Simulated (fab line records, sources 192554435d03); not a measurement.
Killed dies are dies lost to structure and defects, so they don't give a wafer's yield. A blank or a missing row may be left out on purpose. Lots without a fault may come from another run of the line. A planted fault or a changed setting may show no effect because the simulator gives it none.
fab line records | flow n5_finfet
record lots=6 wafers=18 last_day=17
route steps=1938 shown BEOL_M12@1612 PASSIVATION@1936
lots that met no fault: from a run of the same line without faults
start_h: hours from the record's first day to the start of the lot's first wafer shown | wait_h: hours since the lot's step before | " the same as in the row above | L1.1+2: a row that stands for several wafers | - no value, or no start given | * or withheld: withheld | < > ~ a bound
route shown NAME@n: a module of which the file shows steps, and the number in the route of the first | usual: mean/standard deviation of fault-free wafers | same: alike in all rows | chamber/n: place in a boat | sites: the reading at each site | _std_site: their standard deviation | _edge_site: outer sites' mean less inner sites' | radius_mm: how far each site lies from the wafer's centre | mask NAME#n: copy n | behind: the tool/chamber that last shaped the wafer | hold: why the lot was held/for how many hours/how that ended | device: the transistor (n, p or np) that didn't switch | end of line: the same wafers' tests at the end of the route | a step without rows: its recipe alone | killed: dies lost to structure and defects at the first sort, not the wafer's yield | map: a wafer's dies, x killed, . not, _ none there
set.NAME: the setting as run; set.NAME@STEP: as run at that earlier step | model.NAME: the simulator's own value behind a step, which no gauge read
lots at some steps of the route; a table a step, a row a wafer
services: from which hour (start_h, from the record's first day; less than 0 if before it) a tool's chamber was out of use, for how many hours, and why
## steps
# step N5_BEOL_M12_CD_MEAS_10
# recipe target_cd_nm=140 landing_energy_ev=500 detector=se_inlens polarity=opening
# usual cd_nm=140.2/1.6
# columns lot.wafer tool chamber start_h wait_h cd_nm
L242.2 cd_sem-03 0 275.77 - 139.1
L242.4 " 0 " " 137.8
L242.5 " 0 " " 139.2
L239.4 cd_sem-01 0 278.96 - 142.5
L239.5 " 0 " " 143.1
L239.6 " 0 " " 141.7
L245.2 cd_sem-02 0 321.59 - 141.9
L245.3 " 0 " " 140.8
L245.6 " 0 " " 142.3
L247.3 cd_sem-03 0 324.02 - 140.5
L247.5 " 0 " " 141.2
L247.6 " 0 " " 141.6
L253.4 cd_sem-02 0 344.21 - 139.9
L253.5 " 0 " " 139.5
L253.6 " 0 " " 139.5
L254.2 cd_sem-02 0 365.75 - 140.4
L254.5 " 0 " " 139.5
L254.6 " 0 " " 139.9
# step N5_BEOL_M12_OVL_MEAS_11
# recipe points_per_wafer=44
# usual V11_OVL=-2/5.4
# columns lot.wafer tool chamber start_h wait_h V11_OVL[nm]
L242.2 overlay-01 0 275.82 0.0 1
L242.4 " 0 " " -5
L242.5 " 0 " " -1
L239.4 overlay-01 0 279.00 0.0 -7
L239.5 " 0 " " -2
L239.6 " 0 " " -5
L245.2 overlay-02 0 321.62 0.0 -7
L245.3 " 0 " " -2
L245.6 " 0 " " 5
L247.3 overlay-02 0 324.05 0.0 -3
L247.5 " 0 " " -11
L247.6 " 0 " " -6
L253.4 overlay-02 0 344.24 0.0 -7
L253.5 " 0 " " 1
L253.6 " 0 " " -6
L254.2 overlay-01 0 365.78 0.0 -3
L254.5 " 0 " " 10
L254.6 " 0 " " 2
# step N5_BEOL_M12_INSPECT_12
# recipe mode=adi inspect_instrument=macro
# usual raw_defect_count=2.0/1.4
# columns lot.wafer tool chamber start_h wait_h raw_defect_count
L242.2 defect_inspect-01 - 275.84 0.0 4
L242.4 " - " " 3
L242.5 " - " " 0
L239.4 defect_inspect-02 - 279.03 0.0 2
L239.5 " - " " 4
L239.6 " - " " 3
L245.2 defect_inspect-02 - 321.64 0.0 1
L245.3 " - " " 2
L245.6 " - " " 0
L247.3 defect_inspect-02 - 324.08 0.0 1
L247.5 " - " " 3
L247.6 " - " " 0
L253.4 defect_inspect-01 - 344.27 0.0 0
L253.5 " - " " 4
L253.6 " - " " 0
L254.2 defect_inspect-01 - 365.80 0.0 1
L254.5 " - " " 2
L254.6 " - " " 2
# step N5_BEOL_M12_DESCUM_15
# recipe chemistry=O2 time_s=7.9 source_power_w=50 bias_power_w=20 pressure_mtorr=20 rf_frequency_hz=2.712e+07 temp_c=40 o2_flow_sccm=225
# usual drypump_motor_current_A=5.7/0.43 oes_product_au=0.78/0.079 rf_vpp_V=243.4/1.6 showerhead_plenum_p_Torr=2.11/0.081 throttle_valve_pct=20.43/0.23
# columns lot.wafer tool chamber start_h wait_h drypump_motor_current_A oes_product_au rf_hours_counter_h rf_vpp_V showerhead_plenum_p_Torr throttle_valve_pct
L242.2 rie_diel-02 3 275.88 0.0 5.9 0.72 164 241.5 2.00 20.30
L242.4 " 2 " " 6.1 0.75 141 243.8 2.19 20.38
L242.5 " 3 " " 5.9 0.73 - 240.6 2.00 20.29
L239.4 rie_diel-06 0 279.08 0.0 5.7 0.85 - 242.6 2.04 20.29
L239.5 " 3 " " 6.4 0.74 - 242.3 2.08 20.72
L239.6 " 2 " " 5.4 0.71 - 243.3 2.16 20.86
L245.2 rie_diel-06 3 321.98 0.3 6.4 0.73 185 241.4 2.07 20.72
L245.3 " 1 " " 5.0 0.84 62 240.5 2.02 20.21
L245.6 " 2 " " 5.5 0.70 - 243.7 2.15 20.90
L247.3 rie_diel-01 3 324.11 0.0 6.2 0.73 184 245.1 2.17 20.51
L247.5 " 1 " " 5.6 0.78 - 244.5 2.18 20.24
L247.6 " 2 " " 5.1 0.92 - 243.0 2.14 20.42
L253.4 rie_diel-06 2 344.34 0.1 5.4 0.69 237 243.1 2.15 20.89
L253.5 " 1 " " 5.0 0.83 - 241.9 2.02 20.23
L253.6 " 2 " " 5.4 0.68 - 243.0 2.15 20.89
L254.2 rie_diel-06 2 365.84 0.0 5.4 0.68 246 243.5 2.15 20.93
L254.5 " 0 " " 5.7 0.81 - 240.4 2.02 20.32
L254.6 " 2 " " 5.4 0.68 - 245.1 2.15 20.92
# step N5_BEOL_M12_ETCH_59
# recipe chemistry=N2/H2 target=BARC target_depth_a=890 overetch_a=267 time_s=67.9 ion_energy_ev=200 pressure_mtorr=30 source_w=840 bias_w=150 n2_flow_sccm=200 h2_flow_sccm=200
# usual drypump_motor_current_A=5.7/0.44 h2_flow_sccm=200.0/0.6 oes_product_au=0.67/0.062 rf_vpp_V=524.5/2.8 showerhead_plenum_p_Torr=2.57/0.098 throttle_valve_pct=17.91/0.26
# columns lot.wafer tool chamber start_h wait_h drypump_motor_current_A h2_flow_sccm oes_product_au rf_hours_counter_h rf_vpp_V showerhead_plenum_p_Torr throttle_valve_pct
L242.2 rie_diel-02 3 275.91 0.0 5.9 200.7 0.62 164 520.0 2.43 17.72
L242.4 " 2 " " 6.1 199.7 0.64 141 527.3 2.65 17.79
L242.5 " 3 " " 5.9 201.0 0.62 - 521.5 2.43 17.71
L239.4 rie_diel-06 0 279.12 0.0 5.8 199.8 0.73 - 521.1 2.48 17.74
L239.5 " 3 " " 6.4 199.8 0.63 - 523.3 2.54 18.36
L239.6 " 2 " " 5.4 198.9 0.61 - 525.3 2.62 18.31
L245.2 rie_diel-06 3 322.01 0.0 6.4 199.7 0.62 185 523.3 2.53 18.40
L245.3 " 1 " " 5.0 200.3 0.72 62 522.2 2.46 17.62
L245.6 " 2 " " 5.4 200.4 0.60 - 527.3 2.61 18.35
L247.3 rie_diel-01 3 324.15 0.0 6.2 199.6 0.62 184 526.4 2.63 17.99
L247.5 " 1 " " 5.6 199.1 0.67 - 527.3 2.67 17.75
L247.6 " 2 " " 5.0 200.5 0.78 - 525.5 2.60 17.84
L253.4 rie_diel-06 2 344.38 0.0 5.5 200.0 0.60 237 525.2 2.61 18.36
L253.5 " 1 " " 5.0 200.0 0.71 - 522.3 2.46 17.65
L253.6 " 2 " " 5.4 199.6 0.60 - 525.1 2.61 18.36
L254.2 rie_diel-06 2 365.89 0.0 5.4 200.2 0.59 246 525.0 2.60 18.37
L254.5 " 0 " " 5.7 199.7 0.70 - 520.3 2.46 17.80
L254.6 " 2 " " 5.4 200.1 0.59 - 524.0 2.60 18.38
# step N5_BEOL_M12_VIA_ETCH_16
# recipe chemistry=C4F8/O2/Ar target=SiOC pressure_mtorr=30 source_w=3000 bias_w=700 Ar_flow_sccm=400 C4F8_flow_sccm=15 O2_flow_sccm=8 he_inner_torr=15 he_outer_torr=30 target_depth_a=7248 time_s=withheld ion_energy_ev=250 ends=cleared
# usual drypump_motor_current_A=5.7/0.44 oes_product_au=0.70/0.071 rf_vpp_V=666/3.5 showerhead_plenum_p_Torr=3.45/0.12 throttle_valve_pct=24.21/0.22
# columns lot.wafer tool chamber start_h wait_h drypump_motor_current_A oes_product_au rf_vpp_V showerhead_plenum_p_Torr throttle_valve_pct
L242.2 rie_diel-02 3 275.96 0.0 5.9 0.66 662 3.29 24.09
L242.4 " 2 " " 6.1 0.68 670 3.56 24.10
L242.5 " 3 " " 5.9 0.65 662 3.29 24.09
L239.4 rie_diel-06 0 279.23 0.1 5.7 0.77 664 3.32 24.04
L239.5 " 3 " " 6.4 0.67 666 3.40 24.51
L239.6 " 2 " " 5.4 0.64 669 3.51 24.59
L245.2 rie_diel-06 3 322.06 0.0 6.4 0.65 664 3.39 24.53
L245.3 " 1 " " 5.0 0.75 664 3.33 24.11
L245.6 " 2 " " 5.4 0.63 668 3.50 24.62
L247.3 rie_diel-01 3 324.20 0.0 6.2 0.65 669 3.52 24.17
L247.5 " 1 " " 5.6 0.70 670 3.57 24.03
L247.6 " 2 " " 5.0 0.83 667 3.49 24.22
L253.4 rie_diel-06 2 344.43 0.0 5.4 0.62 669 3.50 24.64
L253.5 " 1 " " 5.0 0.75 663 3.33 24.11
L253.6 " 2 " " 5.5 0.63 668 3.50 24.61
L254.2 rie_diel-06 2 365.97 0.1 5.4 0.62 667 3.49 24.63
L254.5 " 0 " " 5.7 0.73 664 3.31 24.07
L254.6 " 2 " " 5.4 0.61 668 3.49 24.65
# step N5_BEOL_M12_STRIP_63
# recipe chemistry=N2/H2 power_w=1000 temp_c=250 h2_frac=0.65 overash_fraction=0.3 pressure_mtorr=1000 n2_flow_sccm=1750 h2_flow_sccm=3250
# usual drypump_motor_current_A=5.8/0.45 h2_flow_sccm=3251/9.1 heater_power_w=329/29 oes_product_au=0.693/0.0049 strip_time_to_endpoint_s=42.6/0.85
# columns lot.wafer tool chamber start_h wait_h drypump_motor_current_A h2_flow_sccm heater_power_w oes_product_au rf_hours_counter_h strip_time_to_endpoint_s
L242.2 plasma_asher-02 0 276.16 - 5.9 3261 325 0.690 131 43.6
L242.4 " 1 " " 5.3 3253 370 0.698 - 42.2
L242.5 " 1 " " 5.3 3251 366 0.695 - 42.6
L239.4 plasma_asher-01 1 279.36 - 5.8 3256 326 0.694 - 43.4
L239.5 " 1 " " 5.8 3259 334 0.692 - 42.4
L239.6 " 0 " " 6.6 3239 295 0.696 - 42.9
L245.2 plasma_asher-02 1 322.26 - 5.3 3261 361 0.697 140 43.2
L245.3 " 0 " " 5.9 3256 330 0.693 - 42.2
L245.6 " 1 " " 5.3 3236 368 0.703 - 42.6
L247.3 plasma_asher-02 1 324.42 - 5.3 3243 367 0.689 - 42.3
L247.5 " 0 " " 5.9 3247 323 0.699 - 42.3
L247.6 " 1 " " 5.3 3262 360 0.685 - 41.6
L253.4 plasma_asher-02 1 344.65 - 5.3 3252 367 0.683 - 42.4
L253.5 " 0 " " 5.9 3253 323 0.685 - 42.9
L253.6 " 1 " " 5.3 3248 360 0.700 - 43.2
L254.2 plasma_asher-02 0 366.26 - 5.9 3259 325 0.705 148 43.6
L254.5 " 1 " " 5.3 3250 362 0.694 - 43.9
L254.6 " 0 " " 5.9 3265 326 0.702 - 43.6
# step N5_BEOL_M12_STRIP_64
# recipe chemistry=N2/H2 power_w=1000 temp_c=250 h2_frac=0.65 overash_fraction=0.3 pressure_mtorr=withheld n2_flow_sccm=1750 h2_flow_sccm=3250
# usual drypump_motor_current_A=5.8/0.45 h2_flow_sccm=3251/9.9 heater_power_w=329/30 oes_product_au=0.715/0.0045 strip_time_to_endpoint_s=31.34/0.08
# columns lot.wafer tool chamber start_h wait_h drypump_motor_current_A h2_flow_sccm heater_power_w oes_product_au rf_hours_counter_h strip_time_to_endpoint_s
L242.2 plasma_asher-02 0 276.22 0.0 5.9 3240 332 0.716 131 31.25
L242.4 " 1 " " 5.3 3247 371 0.712 - 31.35
L242.5 " 1 " " 5.3 3247 366 0.725 - 31.35
L239.4 plasma_asher-01 1 279.42 0.0 5.8 3268 331 0.719 - 31.30
L239.5 " 1 " " 5.8 3260 329 0.718 - 31.23
L239.6 " 0 " " 6.6 3251 282 0.723 - 31.29
L245.2 plasma_asher-02 1 322.32 0.0 5.3 3236 365 0.714 141 31.31
L245.3 " 0 " " 5.9 3244 324 0.713 - 31.31
L245.6 " 1 " " 5.3 3244 360 0.717 - 31.36
L247.3 plasma_asher-02 1 324.48 0.0 5.3 3250 359 0.719 - 31.31
L247.5 " 0 " " 5.9 3230 325 0.711 - 31.35
L247.6 " 1 " " 5.3 3248 368 0.718 - 31.31
L253.4 plasma_asher-02 1 344.71 0.0 5.3 3251 367 0.711 - 31.44
L253.5 " 0 " " 5.9 3256 321 0.718 - 31.47
L253.6 " 1 " " 5.3 3259 373 0.708 - 31.53
L254.2 plasma_asher-02 0 366.32 0.0 5.9 3271 319 0.715 148 31.34
L254.5 " 1 " " 5.3 3263 364 0.713 - 31.41
L254.6 " 0 " " 5.9 3262 319 0.714 - 31.33
# step N5_BEOL_M12_STRIP_71
# recipe chemistry=post_etch_residue_remover time_s=60 temp_c=25 remover_ph=withheld remover_water_wt_pct=withheld remover_fluoride_wt_pct=withheld
# step N5_BEOL_M12_SRD_72
# recipe time_s=30 temp_c=23 rinse_liquid=diw dry=n2_spin spin_rpm=1500 dry_time_s=30
# step N5_BEOL_M12_CD_MEAS_17
# recipe target_cd_nm=140 polarity=opening
# usual cd_nm=140.4/1.7
# columns lot.wafer tool chamber start_h wait_h cd_nm
L242.2 cd_sem-02 - 276.37 0.0 138.7
L242.4 " - " " 138.6
L242.5 " - " " 139.2
L239.4 cd_sem-03 - 279.56 0.0 140.8
L239.5 " - " " 143.7
L239.6 " - " " 142.4
L245.2 cd_sem-03 - 322.47 0.0 142.9
L245.3 " - " " 141.1
L245.6 " - " " 143.2
L247.3 cd_sem-02 - 324.61 0.0 141.2
L247.5 " - " " 141.0
L247.6 " - " " 141.8
L253.4 cd_sem-03 - 344.85 0.0 141.2
L253.5 " - " " 139.0
L253.6 " - " " 140.6
L254.2 cd_sem-02 - 366.47 0.0 141.1
L254.5 " - " " 138.7
L254.6 " - " " 140.6
# step N5_BEOL_M12_COAT_65
# recipe resist=SOC temp_c=250 time_s=60 spin_rpm=1500 resist_thk_nm=300
# step N5_BEOL_M12_COAT_66
# recipe resist=SiARC temp_c=220 time_s=60 spin_rpm=1500 resist_thk_nm=110
# usual heater_power_total_W=427.8/2 plate_temp_C=219.99/0.18
# columns lot.wafer tool chamber start_h wait_h heater_power_total_W plate_temp_C
L242.2 litho_track-01 0 276.41 - 429.9 220.03
L242.4 " 0 " " 424.8 220.06
L242.5 " 0 " " 430.4 220.04
L239.4 litho_track-01 0 279.59 - 426.4 220.30
L239.5 " 0 " " 428.0 219.97
L239.6 " 0 " " 430.4 220.18
L245.2 litho_track-01 0 322.51 - 398.1 208.64
L245.3 " 0 " " 400.5 208.44
L245.6 " 0 " " 402.0 208.46
L247.3 litho_track-01 0 324.64 - 398.1 208.18
L247.5 " 0 " " 400.7 208.19
L247.6 " 0 " " 398.5 208.36
L253.4 litho_track-03 0 344.89 - 426.0 219.81
L253.5 " 0 " " 425.1 220.16
L253.6 " 0 " " 427.9 219.75
L254.2 litho_track-02 0 366.50 - 424.5 219.60
L254.5 " 0 " " 427.1 219.90
L254.6 " 0 " " 427.1 219.65
# step N5_BEOL_M12_COAT_22
# recipe spin_rpm=2888 resist_thk_nm=300
# step N5_PASSIVATION_PROBE_49
# usual defect_limited_yield=91.2/1.4 killed_at_M0_to_M3=34/9.4 killed_at_M4_up=13/5.8 killed_at_contacts=13/6.4 killed_at_front_end=41/11 killed_at_other=3.1/2.3 killed_dies=103/16 killed_open=69/12 killed_short=33/7.8 sort_bin_5_function=5.1/0.91 sort_bin_6_memory=3.3/0.63 sort_n_pass=1077/16 sort_yield_pct=91.2/1.4
# same gross_dies=1180 killed_at_back_side=0 sort_bin_4_leakage[%]=0 sort_bin_8_speed[%]=0
# columns lot.wafer tool chamber start_h wait_h defect_limited_yield[%] killed_at_M0_to_M3 killed_at_M4_up killed_at_contacts killed_at_front_end killed_at_other killed_dies killed_open killed_short sort_bin_5_function[%] sort_bin_6_memory[%] sort_n_pass sort_yield_pct[%]
L247.3 prober-02 - 361.70 0.1 92.3 35 12 8 32 4 91 65 24 3.8 3.6 1089 92.3
L247.5 prober-02 - 361.80 0.2 92.4 42 14 6 27 1 90 72 18 5.1 2.5 1090 92.4
L247.6 prober-02 - 361.85 0.3 90.3 48 16 1 47 2 114 80 34 6.0 3.6 1066 90.3
# killed by level:class
L247.3 BEOL_M0_SAQP:geometric_particle:open=8 BEOL_M2:geometric_particle:open=8 ILD0:geometric_particle:short=7 ILD0:geometric_particle:open=7 MOL_CONTACT_COAG:geometric_particle:open=7 BEOL_M1:geometric_particle:open=6 BEOL_M0_SAQP:geometric_particle:short=5 BEOL_M3:geometric_particle:open=5
L247.5 STI_FIN_REVEAL:geometric_particle:open=12 BEOL_M2:geometric_particle:open=12 BEOL_M1:geometric_particle:open=10 BEOL_M3:geometric_particle:open=9 MOL_CONTACT_COAG:geometric_particle:open=5 BEOL_M0_SAQP:geometric_particle:open=5 BEOL_M4:geometric_particle:open=5 DUMMY_GATE:geometric_particle:short=3
L247.6 STI_FIN_REVEAL:geometric_particle:open=18 BEOL_M1:geometric_particle:open=13 BEOL_M2:geometric_particle:open=11 BEOL_M3:geometric_particle:open=9 BEOL_M4:geometric_particle:open=6 GATE_CUT:geometric_particle:open=5 BEOL_M1:geometric_particle:short=5 FIN_SAQP:geometric_particle:short=4
## services
# columns tool chamber start_h hours kind
litho_track-01 - 261.24 - consumable_replace:filter
rie_diel-06 1 266.28 23.2 repair
rie_diel-02 1 277.02 - clean
rie_diel-02 1 277.02 - consumable_replace:focus_ring
rie_diel-02 1 277.02 15.9 scheduled_down
rie_diel-02 1 277.02 15.9 vent_cycle
plasma_asher-02 - 300.94 4.3 pm
plasma_asher-01 - 308.79 9.2 repair
plasma_asher-02 - 328.43 4.1 repair
rie_diel-01 0 346.38 - clean
rie_diel-01 0 346.38 - consumable_replace:focus_ring
rie_diel-01 0 346.38 26.3 scheduled_down
rie_diel-01 0 346.38 26.3 vent_cycle
rie_diel-06 3 353.66 29.7 repair
rie_diel-06 1 363.58 4.0 repair
## key
first_sign step=N5_BEOL_M12_COAT_66 reading=plate_temp_C direction=down sigmas=64 usual=* struck=*
effect step=N5_BEOL_M12_COAT_66 reading=heater_power_total_W direction=down sigmas=14 usual=* struck=*
met_at N5_BEOL_M12_COAT_66
struck_wafers L245.2,L245.3,L245.6,L247.3,L247.5,L247.6
onset_between 279.59 322.51
fault kind=process_parameter_drift tool=litho_track-01 chamber=- onset_h=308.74 steps=N5_BEOL_M12_COAT_66 channel=temp_c offset=* shape=step end_h=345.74 acts_in=* stated=*
